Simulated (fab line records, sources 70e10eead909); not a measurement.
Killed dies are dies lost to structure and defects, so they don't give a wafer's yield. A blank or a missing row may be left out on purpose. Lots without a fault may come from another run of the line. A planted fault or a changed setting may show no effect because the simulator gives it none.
A struck lot beside a sound one | flow nand_harc | 14 steps out of a route of 1302
Sound: wafers L984.2, L984.3, L984.5. Struck: wafers L996.1, L996.2, L996.4. The cause comes at the end.
At each step with rows: each side's tool, then ch and its chambers, then its first start. Under that, the readings that differ: sound wafers | struck wafers | difference of the means | sigmas: that difference in standard deviations of wafers without a fault.
alike: readings whose means differ by less than 2 such deviations, and words and numbers that are the same on both sides. not compared: withheld readings, readings that some wafer has no value for, bounds like >300 that may hide the same value, and numbers for which the record gives no deviation and whose values overlap.
The two part at a step that has a row with sigmas, a row that says differs or no value, or rows on one side only. Numbers that don't overlap but have no deviation are shown without sigmas and don't part them. A reading that every wafer of one side lacks parts them only if that side has two wafers or more.

first, 8 steps without rows for these wafers: NHARC_A_M0_HMDS_02 (time 30 s); NHARC_A_M0_COAT_33 (time 65 s); NHARC_A_M0_COAT_03 (resist thk 90 nm); NHARC_A_M0_SOFTBAKE_04 (time 55 s); NHARC_A_M0_EBR_05; NHARC_A_M0_EXPOSE_06 (exposes mask A M0, target cd 80 nm); NHARC_A_M0_PEB_07 (peb time 65 s); NHARC_A_M0_DEVELOP_08 (develop time 35 s).
NHARC_A_M0_CD_MEAS_09: target cd 80 nm.
  sound on cd_sem-03 ch 0, day 23 12:34; struck on cd_sem-03 ch 0, day 28 07:18
  alike: cd_nm
NHARC_A_M0_OVL_MEAS_10: pitch 160 nm.
  sound on overlay-02, day 23 12:39; struck on overlay-01, day 28 07:23
  alike: overlay_x_nm, overlay_y_nm
NHARC_A_M0_INSPECT_11:
  sound on defect_inspect-01, day 23 12:41; struck on defect_inspect-02, day 28 07:25
  reading          | sound    | struck      | difference | sigmas
  raw_defect_count | 63 75 54 | 153 141 167 | +90        | +2
NHARC_A_M0_DESCUM_14: chemistry O2, time 3 s.
  sound on rie_diel-13 ch 0,2,3, day 23 12:45; struck on rie_diel-13 ch 0,1,2, day 28 07:29
  alike: drypump_motor_current_A, oes_product_au, rf_vpp_V, showerhead_plenum_p_Torr, throttle_valve_pct
  not compared: rf_hours_counter_h
NHARC_A_M0_ETCH_34: etches the open film in N2/H2, target depth 40 nm, overetch 12 nm, time 43.94 s.
  sound on rie_diel-13 ch 2,3, day 23 12:50; struck on rie_diel-13 ch 1,2,3, day 28 07:34
  no value came back on the struck wafers for any of 7 readings (bias_w (W), chamber_pressure_mTorr (mTorr) and others); on the sound wafers bias_w (W) reads 151.1 150.7 150.6
  not compared: rf_hours_counter_h
NHARC_A_M0_ETCH_15: etches the open film in C4F8/Ar, target depth 150 nm, overetch 15 nm, time 82.5 s.
  sound on rie_diel-13 ch 0,1,3; struck on rie_diel-13 ch 0,1,2, day 28 07:40
  alike: bias_w, chamber_pressure_mTorr, oes_product_au, rf_vpp_V
  not compared: rf_hours_counter_h

WHERE THEY PART
First at NHARC_A_M0_INSPECT_11; last, within this record, at NHARC_A_M0_ETCH_34. Later steps at which nothing parts them and some readings are alike: NHARC_A_M0_ETCH_15.

WHY: what the simulator had put in
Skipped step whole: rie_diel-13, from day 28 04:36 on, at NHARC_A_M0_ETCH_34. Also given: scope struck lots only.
